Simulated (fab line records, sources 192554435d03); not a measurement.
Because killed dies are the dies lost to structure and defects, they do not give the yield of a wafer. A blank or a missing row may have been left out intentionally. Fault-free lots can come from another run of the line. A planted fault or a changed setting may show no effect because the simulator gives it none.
Chamber matching || flow n5_finfet || N5_BEOL_M3_PECVD_72 on pecvd-01 has 3 sister chambers
The step deposits SiO2 from TEOS/O2, target thk 16 nm, time 18 s. 18 wafers are shown with their chamber, then 9 later ones without.

## EACH WAFER AND ITS CHAMBER
{"wafer": "L075.3", "chamber": 1, "showerhead_plenum_p_Torr (Torr)": 8.89, "heater_power_outer_w (W)": 342, "throttle_valve_pct (%)": 24.0}
{"wafer": "L075.4", "chamber": 2, "showerhead_plenum_p_Torr (Torr)": 8.83, "heater_power_outer_w (W)": 516, "throttle_valve_pct (%)": 22.6}
{"wafer": "L075.6", "chamber": 0, "showerhead_plenum_p_Torr (Torr)": 8.69, "heater_power_outer_w (W)": 480, "throttle_valve_pct (%)": 22.4}
{"wafer": "L078.2", "chamber": 2, "showerhead_plenum_p_Torr (Torr)": 8.84, "heater_power_outer_w (W)": 455, "throttle_valve_pct (%)": 22.6}
{"wafer": "L078.4", "chamber": 0, "showerhead_plenum_p_Torr (Torr)": 8.73, "heater_power_outer_w (W)": 491, "throttle_valve_pct (%)": 21.9}
{"wafer": "L078.5", "chamber": 2, "showerhead_plenum_p_Torr (Torr)": 8.82, "heater_power_outer_w (W)": 457, "throttle_valve_pct (%)": 22.9}
{"wafer": "L083.1", "chamber": 1, "showerhead_plenum_p_Torr (Torr)": 8.89, "heater_power_outer_w (W)": 266, "throttle_valve_pct (%)": 23.9}
{"wafer": "L083.2", "chamber": 2, "showerhead_plenum_p_Torr (Torr)": 8.85, "heater_power_outer_w (W)": 454, "throttle_valve_pct (%)": 23.0}
{"wafer": "L083.5", "chamber": 0, "showerhead_plenum_p_Torr (Torr)": 8.70, "heater_power_outer_w (W)": 429, "throttle_valve_pct (%)": 22.2}
{"wafer": "L085.2", "chamber": 1, "showerhead_plenum_p_Torr (Torr)": 8.93, "heater_power_outer_w (W)": 320, "throttle_valve_pct (%)": 23.8}
{"wafer": "L085.4", "chamber": 0, "showerhead_plenum_p_Torr (Torr)": 8.73, "heater_power_outer_w (W)": 507, "throttle_valve_pct (%)": 22.2}
{"wafer": "L085.6", "chamber": 1, "showerhead_plenum_p_Torr (Torr)": 8.90, "heater_power_outer_w (W)": 321, "throttle_valve_pct (%)": 24.1}
{"wafer": "L084.1", "chamber": 0, "showerhead_plenum_p_Torr (Torr)": 8.74, "heater_power_outer_w (W)": 493, "throttle_valve_pct (%)": 22.3}
{"wafer": "L084.5", "chamber": 1, "showerhead_plenum_p_Torr (Torr)": 8.86, "heater_power_outer_w (W)": 346, "throttle_valve_pct (%)": 23.8}
{"wafer": "L084.6", "chamber": 0, "showerhead_plenum_p_Torr (Torr)": 8.72, "heater_power_outer_w (W)": 483, "throttle_valve_pct (%)": 22.5}
{"wafer": "L093.1", "chamber": 1, "showerhead_plenum_p_Torr (Torr)": 8.89, "heater_power_outer_w (W)": 340, "throttle_valve_pct (%)": 24.0}
{"wafer": "L093.2", "chamber": 2, "showerhead_plenum_p_Torr (Torr)": 8.84, "heater_power_outer_w (W)": 549, "throttle_valve_pct (%)": 20.8}
{"wafer": "L093.3", "chamber": 1, "showerhead_plenum_p_Torr (Torr)": 8.90, "heater_power_outer_w (W)": 335, "throttle_valve_pct (%)": 24.0}

SIGNATURES (averages over the wafers above)
{"reading": "showerhead_plenum_p_Torr", "chamber 0": 8.7183, "chamber 1": 8.8943, "chamber 2": 8.8360, "scatter within a chamber": 0.0182}
{"reading": "heater_power_outer_w", "chamber 0": 480.50, "chamber 1": 324.29, "chamber 2": 486.20, "scatter within a chamber": 32.6}
{"reading": "throttle_valve_pct", "chamber 0": 22.250, "chamber 1": 23.943, "chamber 2": 22.380, "scatter within a chamber": 0.486}
Rule: a wafer's distance from a chamber is the root of the sum, over the readings, of the square of ((its reading less the chamber's mean) divided by the reading's scatter). The wafer belongs to the nearest chamber; if the next one is less than 2 further off, it can't be placed. The scatter is the square root of a quotient: the sum, over the shown wafers, of each reading's squared deviation from its chamber's mean, divided by wafers minus chambers.

## WAFERS WHOSE CHAMBER IS MISSING
{"wafer": "L093.4", "showerhead_plenum_p_Torr (Torr)": 8.80, "heater_power_outer_w (W)": 534, "throttle_valve_pct (%)": 20.9}
{"wafer": "L093.5", "showerhead_plenum_p_Torr (Torr)": 8.89, "heater_power_outer_w (W)": 335, "throttle_valve_pct (%)": 23.9}
{"wafer": "L093.6", "showerhead_plenum_p_Torr (Torr)": 8.83, "heater_power_outer_w (W)": 544, "throttle_valve_pct (%)": 20.8}
{"wafer": "L095.2", "showerhead_plenum_p_Torr (Torr)": 8.90, "heater_power_outer_w (W)": 261, "throttle_valve_pct (%)": 24.0}
{"wafer": "L095.4", "showerhead_plenum_p_Torr (Torr)": 8.85, "heater_power_outer_w (W)": 429, "throttle_valve_pct (%)": 20.7}
{"wafer": "L095.5", "showerhead_plenum_p_Torr (Torr)": 8.74, "heater_power_outer_w (W)": 430, "throttle_valve_pct (%)": 22.4}
{"wafer": "L096.1", "showerhead_plenum_p_Torr (Torr)": 8.71, "heater_power_outer_w (W)": 399, "throttle_valve_pct (%)": 22.5}
{"wafer": "L096.2", "showerhead_plenum_p_Torr (Torr)": 8.91, "heater_power_outer_w (W)": 334, "throttle_valve_pct (%)": 23.8}
{"wafer": "L096.4", "showerhead_plenum_p_Torr (Torr)": 8.83, "heater_power_outer_w (W)": 498, "throttle_valve_pct (%)": 20.5}

## WHICH CHAMBER EACH WENT THROUGH
{"wafer": "L093.4", "from the rows above": "can't be placed: 2 or 0", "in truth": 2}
{"wafer": "L093.5", "from the rows above": 1, "in truth": 1}
{"wafer": "L093.6", "from the rows above": 2, "in truth": 2}
{"wafer": "L095.2", "from the rows above": 1, "in truth": 1}
{"wafer": "L095.4", "from the rows above": 2, "in truth": 2}
{"wafer": "L095.5", "from the rows above": 0, "in truth": 0}
{"wafer": "L096.1", "from the rows above": 0, "in truth": 0}
{"wafer": "L096.2", "from the rows above": 1, "in truth": 1}
{"wafer": "L096.4", "from the rows above": 2, "in truth": 2}
Correct placement for 8 of the 9. From these rows, 1 cannot be placed; in 1 the true chamber is one of the candidates. Wrongly placed: 0.
